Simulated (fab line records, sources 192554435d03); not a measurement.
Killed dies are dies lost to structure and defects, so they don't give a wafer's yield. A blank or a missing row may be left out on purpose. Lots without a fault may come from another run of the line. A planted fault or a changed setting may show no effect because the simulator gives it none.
Which tool did it? | flow n5_finfet | 10 lots, 30 wafers sampled, at 6 steps of a route of 1938

WHAT THE GAUGES READ, wafer by wafer
N5_BEOL_M4_RC_MEAS_101. Usual: DIBL_N 37.1 mV/V, standard deviation 1.8; DIBL_P 37.2 mV/V, standard deviation 2.1; IOFF_N 0.17 nA/um, standard deviation 0.033; IOFF_P 0.22 nA/um, standard deviation 0.037; ION_N 680 uA/um, standard deviation 11; ION_P 464 uA/um, standard deviation 7.7; SS_N 71.7 mV/dec, standard deviation 0.63; SS_P 73.6 mV/dec, standard deviation 0.67; VT_N 248.9 mV, standard deviation 2.9; VT_P -251 mV, standard deviation 3.6.
lot  | measured     | on        | DIBL_N (mV/V)  | DIBL_P (mV/V)  | IOFF_N (nA/um) | IOFF_P (nA/um) | ION_N (uA/um) | ION_P (uA/um) | SS_N (mV/dec)  | SS_P (mV/dec)  | VT_N (mV)         | VT_P (mV)      | flag
L848 | day 8 19:38  | prober-01 | 37.7 32.4 36.1 | 39.0 32.8 37.3 | 0.21 0.11 0.18 | 0.24 0.15 0.21 | 684 666 682   | 467 458 465   | 72.2 70.6 71.9 | 74.0 72.1 73.8 | 244.9 253.1 246.9 | -249 -256 -250 |
L850 | day 9 10:14  | prober-02 | 36.0 37.9 35.0 | 36.5 39.2 35.4 | 0.17 0.21 0.15 | 0.24 0.29 0.21 | 691 684 684   | 468 471 469   | 71.0 71.7 70.8 | 73.2 74.4 73.2 | 248.1 245.2 249.1 | -247 -246 -249 |
L852 | day 9 19:16  | prober-02 | 36.6 37.9 38.8 | 35.3 38.5 38.1 | 0.14 0.18 0.19 | 0.16 0.22 0.21 | 663 684 681   | 449 464 463   | 72.0 72.4 71.7 | 72.9 74.1 74.2 | 253.8 248.7 249.6 | -254 -253 -253 |
L846 | day 9 21:03  | prober-02 | 37.9 38.6 38.9 | 37.9 38.6 40.7 | 0.17 0.19 0.21 | 0.20 0.22 0.26 | 671 677 713   | 454 459 480   | 72.0 72.0 71.7 | 73.3 73.4 73.4 | 250.8 247.7 244.9 | -250 -249 -249 |
L854 | day 10 03:49 | prober-01 | 37.7 37.6 34.5 | 37.9 37.6 35.4 | 0.15 0.16 0.11 | 0.19 0.18 0.15 | 665 673 655   | 458 454 452   | 71.3 71.9 70.6 | 74.0 72.9 73.1 | 251.8 252.4 255.9 | -255 -257 -258 |
L860 | day 12 10:49 | prober-02 | 37.6 37.6 37.3 | 37.8 37.0 37.4 | 0.16 0.15 0.16 | 0.18 0.17 0.17 | 674 673 676   | 456 459 453   | 71.8 71.1 71.5 | 73.2 72.8 72.9 | 250.6 250.8 248.5 | -256 -256 -256 |
L862 | day 12 17:26 | prober-01 | 39.9 40.3 36.9 | 40.1 41.7 36.5 | 0.23 0.24 0.15 | 0.24 0.26 0.17 | 699 691 674   | 466 465 457   | 72.2 72.6 72.1 | 73.9 74.3 73.3 | 243.1 245.7 249.0 | -252 -249 -257 |
L861 | day 12 17:54 | prober-02 | 38.3 40.4 36.9 | 39.1 40.5 39.4 | 0.20 0.23 0.18 | 0.21 0.25 0.22 | 682 686 683   | 458 463 467   | 72.4 72.7 71.5 | 73.3 74.5 73.8 | 247.9 246.6 246.6 | -251 -248 -250 |
L864 | day 12 22:56 | prober-01 | 33.3 34.7 34.8 | 35.1 36.7 38.0 | 0.13 0.14 0.15 | 0.18 0.21 0.23 | 675 682 678   | 461 465 470   | 70.6 70.8 71.7 | 73.1 72.9 74.3 | 252.0 249.0 249.5 | -251 -250 -248 |
L866 | day 14 01:49 | prober-02 | 35.7 35.8 37.6 | 35.8 34.0 37.0 | 0.15 0.15 0.17 | 0.21 0.19 0.22 | 669 673 674   | 465 461 468   | 71.6 72.0 72.0 | 73.1 72.5 73.2 | 250.2 251.8 251.1 | -251 -252 -249 |

N5_BEOL_M5_INSPECT_58: inspects for defects (darkfield). Usual: raw_defect_count 78, standard deviation 25.
lot  | measured     | on                | raw_defect_count | flag
L848 | day 9 07:56  | defect_inspect-02 | 71 88 82         |
L850 | day 9 22:21  | defect_inspect-02 | 76 68 71         |
L852 | day 10 08:17 | defect_inspect-01 | 88 58 60         |
L846 | day 10 11:16 | defect_inspect-01 | 41 47 33         |
L854 | day 10 16:43 | defect_inspect-02 | 72 43 49         |
L860 | day 13 02:14 | defect_inspect-02 | 94 76 64         |
L862 | day 13 10:04 | defect_inspect-01 | 97 79 44         |
L861 | day 13 08:08 | defect_inspect-02 | 52 62 73         |
L864 | day 13 14:32 | defect_inspect-01 | 69 65 86         |
L866 | day 14 16:29 | defect_inspect-02 | 53 83 55         |

N5_BEOL_M6_OCD_MEAS_38. Usual: trench_depth_nm 94.4 nm, standard deviation 1.8.
lot  | measured     | on     | trench_depth_nm (nm) | flag
L848 | day 9 12:38  | ocd-01 | 95.8 98.8 98.5       |
L850 | day 10 03:16 | ocd-01 | - - -                | OFF
L852 | day 10 16:01 | ocd-02 | - - -                | OFF
L846 | day 10 18:55 | ocd-02 | 92.1 96.0 100.1      |
L854 | day 11 05:14 | ocd-01 | 91.8 94.8 95.0       |
L860 | day 13 11:29 | ocd-01 | 95.9 94.2 95.4       |
L862 | day 13 15:40 | ocd-02 | 92.5 95.9 93.1       |
L861 | day 13 13:07 | ocd-01 | 92.8 94.7 95.7       |
L864 | day 13 18:56 | ocd-01 | 91.3 95.5 97.1       |
L866 | day 14 23:58 | ocd-02 | 93.5 94.6 94.6       |

WHICH TOOL RAN EACH LOT (tool, then ch and the chambers of the sampled wafers, then the start)
lot  | N5_BEOL_M5_SPUTTER_83        | N5_BEOL_M5_ANNEAL_51             | N5_BEOL_M6_ILD_DEP_00
L848 | pvd_sputter-01, day 9 03:52  | rtp_anneal-01 ch 0, day 9 06:37  | pecvd-01 ch 1,2, day 9 07:58
L850 | pvd_sputter-03, day 9 18:29  | rtp_anneal-02 ch 0, day 9 21:34  | pecvd-04 ch 0,1, day 9 22:23
L852 | pvd_sputter-02, day 10 04:56 | rtp_anneal-02 ch 0, day 10 07:25 | pecvd-01 ch 0,1, day 10 08:20
L846 | pvd_sputter-01, day 10 06:53 | rtp_anneal-02 ch 0, day 10 10:23 | pecvd-03 ch 0,1, day 10 11:19
L854 | pvd_sputter-02, day 10 13:17 | rtp_anneal-01 ch 0, day 10 15:48 | pecvd-03 ch 0,2, day 10 16:45
L860 | pvd_sputter-02, day 12 22:54 | rtp_anneal-02 ch 0, day 13 01:20 | pecvd-01 ch 1,2, day 13 02:16
L862 | pvd_sputter-02, day 13 06:09 | rtp_anneal-01 ch 0, day 13 09:11 | pecvd-04 ch 1,2, day 13 10:06
L861 | pvd_sputter-01, day 13 04:51 | rtp_anneal-02 ch 0, day 13 07:16 | pecvd-01 ch 1,2, day 13 08:10
L864 | pvd_sputter-03, day 13 11:14 | rtp_anneal-02 ch 0, day 13 13:44 | pecvd-04 ch 0,2, day 13 14:34
L866 | pvd_sputter-01, day 14 12:43 | rtp_anneal-02 ch 0, day 14 15:36 | pecvd-01 ch 0,2, day 14 16:31
- N5_BEOL_M5_SPUTTER_83: material Cu, target thk 15 nm, time 27.62 s.
- N5_BEOL_M5_ANNEAL_51: time 90 s.
- N5_BEOL_M6_ILD_DEP_00: deposits SiCOH lowk from DEMS/porogen, target thk 179.75 nm, time 33.4 s.

WHAT THE TOOLS THEMSELVES READ (means of the sampled wafers that have a number; where no wafer has one, the mark that the record gives instead)
N5_BEOL_M5_SPUTTER_83. Usual: throttle_valve_pct 29.6 %, standard deviation 0.94.
lot  | tool           | throttle_valve_pct (%) | flag
L848 | pvd_sputter-01 | 30.6                   |
L850 | pvd_sputter-03 | 29.7                   |
L852 | pvd_sputter-02 | 29.5                   |
L846 | pvd_sputter-01 | 31.1                   |
L854 | pvd_sputter-02 | 28.9                   |
L860 | pvd_sputter-02 | 29.6                   |
L862 | pvd_sputter-02 | 29.0                   |
L861 | pvd_sputter-01 | 30.5                   |
L864 | pvd_sputter-03 | 30.0                   |
L866 | pvd_sputter-01 | 30.1                   |

N5_BEOL_M5_ANNEAL_51. Usual: wafer_temp_C_max 225.97, standard deviation 0.27.
lot  | tool          | wafer_temp_C_max | flag
L848 | rtp_anneal-01 | 226.15           |
L850 | rtp_anneal-02 | 225.61           |
L852 | rtp_anneal-02 | 225.89           |
L846 | rtp_anneal-02 | 225.76           |
L854 | rtp_anneal-01 | 225.92           |
L860 | rtp_anneal-02 | 225.60           |
L862 | rtp_anneal-01 | 226.27           |
L861 | rtp_anneal-02 | 226.09           |
L864 | rtp_anneal-02 | 225.77           |
L866 | rtp_anneal-02 | 225.61           |

N5_BEOL_M6_ILD_DEP_00. Usual: chamber_pressure_Torr 5.000 Torr, standard deviation 0.011; heater_power_outer_w 145 W, standard deviation 28; heater_power_w 317 W, standard deviation 54; rf_fwd_power_W 494.9 W, standard deviation 1.8; showerhead_plenum_p_Torr 5.740 Torr, standard deviation 0.016; throttle_valve_pct 14.1 %, standard deviation 0.83.
lot  | tool     | chamber_pressure_Torr (Torr) | heater_power_outer_w (W) | heater_power_w (W) | rf_fwd_power_W (W) | showerhead_plenum_p_Torr (Torr) | throttle_valve_pct (%) | flag
L848 | pecvd-01 | 5.000                        | 140                      | 313                | 496.5              | 5.728                           | 13.8                   |
L850 | pecvd-04 | -                            | -                        | -                  | -                  | -                               | -                      | OFF
L852 | pecvd-01 | -                            | -                        | -                  | -                  | -                               | -                      | OFF
L846 | pecvd-03 | 5.013                        | 150                      | 328                | 493.2              | 5.738                           | 13.2                   |
L854 | pecvd-03 | 4.999                        | 124                      | 266                | 494.9              | 5.727                           | 13.1                   |
L860 | pecvd-01 | 4.991                        | 139                      | 309                | 495.9              | 5.732                           | 14.3                   |
L862 | pecvd-04 | 4.996                        | 148                      | 303                | 495.8              | 5.769                           | 15.4                   |
L861 | pecvd-01 | 4.996                        | 145                      | 327                | 497.5              | 5.719                           | 14.2                   |
L864 | pecvd-04 | 5.005                        | 171                      | 347                | 493.5              | 5.733                           | 14.1                   |
L866 | pecvd-01 | 5.021                        | 159                      | 345                | 495.2              | 5.745                           | 14.0                   |

THE ANSWER, worked out from the rows above alone
Rule: a lot is off if the mean of its wafers that have a number lies more than 3 standard deviations from the usual mean. A lot without any number at a reading at which 4 lots or more have one is off too. The other lots that the step has rows for count as sound. The gauges are gone through in route order, then the tools' own readings, and for those a lot's mean is taken as printed above. The first step at which some lot is off is used, and at that step the reading that is off furthest; a lot without a number counts as furthest.
Off: L850, L852, at N5_BEOL_M6_OCD_MEAS_38 (trench_depth_nm). Without a number there: L850, L852.
A tool fits if, at a process step before that reading, it ran every lot that is off, and no sound lot after the first of them. The gauges at N5_BEOL_M6_OCD_MEAS_38 aren't tried: what is off there is off at N5_BEOL_M6_ILD_DEP_00 too, on other tools, and a gauge's error can't cause that. None of those tried fits.

WHAT THE SIMULATOR HAD PUT IN
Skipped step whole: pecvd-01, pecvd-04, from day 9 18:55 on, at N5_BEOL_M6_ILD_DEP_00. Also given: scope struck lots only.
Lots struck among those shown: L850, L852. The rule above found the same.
